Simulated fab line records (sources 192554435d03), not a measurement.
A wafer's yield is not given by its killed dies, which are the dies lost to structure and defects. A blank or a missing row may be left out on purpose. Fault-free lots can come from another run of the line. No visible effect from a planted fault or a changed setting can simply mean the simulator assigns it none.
Struck lot and sound lot, side by side | flow n5 finfet | 19 steps out of a route of 1938
Sound: these wafers, L804.1, L804.2, L804.3. The struck wafers were L792.2, L792.3, L792.4. The cause is named last.
Each step with rows lists, per side, the tool, then ch with its chambers, then its first start. Under that, the readings that differ: sound wafers | struck wafers | difference of the means | sigmas: that difference in standard deviations of wafers without a fault.
alike: a reading whose means differ by less than 2 such deviations, as well as words and numbers matching on both sides. not compared: withheld readings; readings where some wafer has no value; bounds like >300 that might hide an equal value; numbers whose values overlap and for which the record gives no deviation.
Wherever a step has rows on one side only, a row that says differs or no value, or a row with sigmas, the two part there. Numbers that don't overlap but have no deviation are shown without sigmas and don't part them. A reading missing from all wafers of one side parts the sides only when that side holds two or more wafers.

first, 8 steps without rows for these wafers: N5_BEOL_M10_CMP_52 (polishes, stops on SiCOH lowk, t overpolish 7 s, target thk 140 nm); N5_BEOL_M10_PRE_CLEAN_55 (time 15 s); N5_BEOL_M10_DEP_56 (deposits SiCN from 3MS/NH3, target thk 15 nm, time 26.5 s); N5_BEOL_M11_ILD_DEP_00 (deposits SiCOH lowk from DEMS/porogen, target thk 308.51 nm, time 58 s); N5_BEOL_M11_CURE_71 (cures SiCOH lowk, time 240 s); N5_BEOL_M11_PECVD_70 (deposits SiO2 from TEOS/O2, target thk 20 nm, time 22.7 s); N5_BEOL_M11_HM_DEP_02 (deposits TiN, target thk 20 nm); N5_BEOL_M11_COAT_59 (time 60 s, resist thk 100 nm).
N5_BEOL_M11_COAT_60: time 60 s, resist thk 30 nm.
  sound on litho track-04 ch 0, day 15 22:50; struck on litho track-01 ch 0, day 13 16:19
  reading                                     | sound                | struck               | difference | sigmas
  plate temp C (C)                            | 219.64 219.77 219.79 | 220.09 220.00 220.20 | +0.36      | +2
  spin speed rpm (rpm)                        | 1499.8 1497.5 1498.8 | 1658.1 1657.6 1657.0 | +158.9     | +99 or more
  model.SiARC_of_BEOL_M11_COAT_60.thk nm (nm) | 29.8 30 30           | 28.6 28.6 28.6       | -1.3       |
then, 7 steps without rows for these wafers: N5_BEOL_M11_COAT_05 (resist thk 90 nm); N5_BEOL_M11_EBR_07; N5_BEOL_M11_SOFTBAKE_06 (time 60 s); N5_BEOL_M11_EXPOSE_08 (exposes mask M11); N5_BEOL_M11_PEB_09 (peb time 60 s); N5_BEOL_M11_DEVELOP_10 (develop time 30 s); N5_BEOL_M11_DESCUM_16 (chemistry O2, time 7.9 s).
N5_BEOL_M11_ETCH_61: etches SiARC in CF4, target depth 39 nm, time 65 s.
  sound on rie diel-04 ch 1,2,3, day 15 23:11; struck on rie diel-04 ch 1,2,3, day 13 17:14
  reading                                       | sound            | struck            | difference | sigmas
  etch rf on time s (s)                         | 64.0 64.7 63.3   | 61.2 60.5 60.9    | -3.1       | -2
  model.etch.depth nm (nm)                      | 29.9 29.91 29.94 | 28.58 28.62 28.55 | -1.33      |
  model.CAR-ArF_of_BEOL_M11_COAT_05.thk nm (nm) | 55.2 55.2 55.4   | 56.8 57 57        | +1.7       |
  alike: cf4 flow sccm, drypump motor current A, oes product au, rf vpp V, showerhead plenum p Torr, throttle valve pct
  not compared: rf hours counter h
N5_BEOL_M11_ETCH_62: etches SOC in N2/H2, target depth 110 nm, overetch 22 nm, time 165 s.
  sound on rie diel-04 ch 1,2,3, day 15 23:14; struck on rie diel-04 ch 1,2,3, day 13 17:17
  reading                                     | sound          | struck         | difference | sigmas
  model.SiARC_of_BEOL_M11_COAT_60.thk nm (nm) | 23.4 23.4 23.2 | 22.2 21.8 22.2 | -1.3       |
  alike: drypump motor current A, oes product au, rf vpp V, showerhead plenum p Torr, throttle valve pct
  not compared: rf hours counter h
then, 1 step without rows for these wafers: N5_BEOL_M11_STRIP_68 (strips in N2/H2).

WHERE THEY PART
Last at N5_BEOL_M11_ETCH_61 as far as this record goes, first at N5_BEOL_M11_COAT_60. Later steps at which nothing parts them and some readings are alike: N5_BEOL_M11_ETCH_62.

WHY: whatever the simulator had introduced
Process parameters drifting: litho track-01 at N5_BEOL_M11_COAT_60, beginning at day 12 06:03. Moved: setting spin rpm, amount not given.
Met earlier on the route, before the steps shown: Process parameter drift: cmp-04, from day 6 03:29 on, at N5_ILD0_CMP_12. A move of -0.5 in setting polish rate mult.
